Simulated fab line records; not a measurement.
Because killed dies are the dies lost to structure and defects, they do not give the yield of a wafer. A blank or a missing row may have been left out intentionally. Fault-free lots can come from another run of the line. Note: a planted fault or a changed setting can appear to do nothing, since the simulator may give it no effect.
A single fault, viewed from 2 desks | flow n5_finfet | numbers are kept per desk, each desk with only its own; the story behind them comes last
Where a reading is given only as a bound, like >300, the bound stands for it, and a mean or a difference that rests on one is marked > or <: the true number lies beyond.

THE DEFECT DESK
Per lot, the means of the sampled wafers with a number show what the inspections along the route counted. If a lot's mean is further than 4 standard deviations from the usual mean, the lot is out of limits and carries the mark OUT (the distance appears in the brackets).
Columns: A = raw_defect_count at N5_BEOL_M13_INSPECT_12, usual 1.9
lot  | first seen here | A
L560 | day 10 18:11    | 0.3
L561 | day 11 05:05    | 2.7
L565 | day 11 23:58    | 1.3
L577 | day 15 07:05    | >300 (+99 or more) OUT
L576 | day 15 07:24    | >300 (+99 or more) OUT
L578 | day 15 14:59    | 2.0
L582 | day 16 05:25    | 0.7
L580 | day 16 11:46    | 1.7
L583 | day 17 05:53    | 2.7
This desk's finding: out of limits on L576, L577; first on L577, day 15 07:05 (raw_defect_count at N5_BEOL_M13_INSPECT_12). In limits: L560, L561, L565, L578, L582, L580, L583.

AT THE TOOL OWNER'S DESK: pecvd-01
The tool's own readings at N5_BEOL_M13_ILD_DEP_00 (deposits SiOC from DEMS/O2, target thk 837.92 nm, time 166.4 s): means of the sampled wafers that have a number, for each lot that ran on this tool. If a lot's mean is further than 4 standard deviations from the usual mean, the lot is out of limits and carries the mark OUT (the distance appears in the brackets).
Columns: A = heater_power_w at N5_BEOL_M13_ILD_DEP_00, usual 460 W; B = showerhead_plenum_p_Torr at N5_BEOL_M13_ILD_DEP_00, usual 5.695 Torr; C = throttle_valve_pct at N5_BEOL_M13_ILD_DEP_00, usual 11.7 %
lot  | first seen here | A   | B     | C
L560 | day 10 17:41    | 424 | 5.675 | 12.1
L565 | day 11 23:20    | 440 | 5.675 | 11.6
L577 | day 15 06:34    | 418 | 5.683 | 11.1
L576 | day 15 06:53    | 415 | 5.676 | 11.1
This desk found nothing out of limits on any of the 4 lots.

ALL TOGETHER
The defect desk could have raised an alarm at day 15 07:05, on L576, L577.
The tool owner's desk saw nothing out of limits.
Tool owner's desk: L576, L577 on record, inside its limits.
N5_BEOL_M13_ILD_DEP_00 was run on pecvd-01 by each of the lots named.

WHAT THE SIMULATOR PUT IN
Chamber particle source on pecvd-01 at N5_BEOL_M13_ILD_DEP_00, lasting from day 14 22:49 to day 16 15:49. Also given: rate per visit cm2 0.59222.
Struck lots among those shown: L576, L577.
Hours from the fault's start to each desk's first reading out of limits: the defect desk, 8.
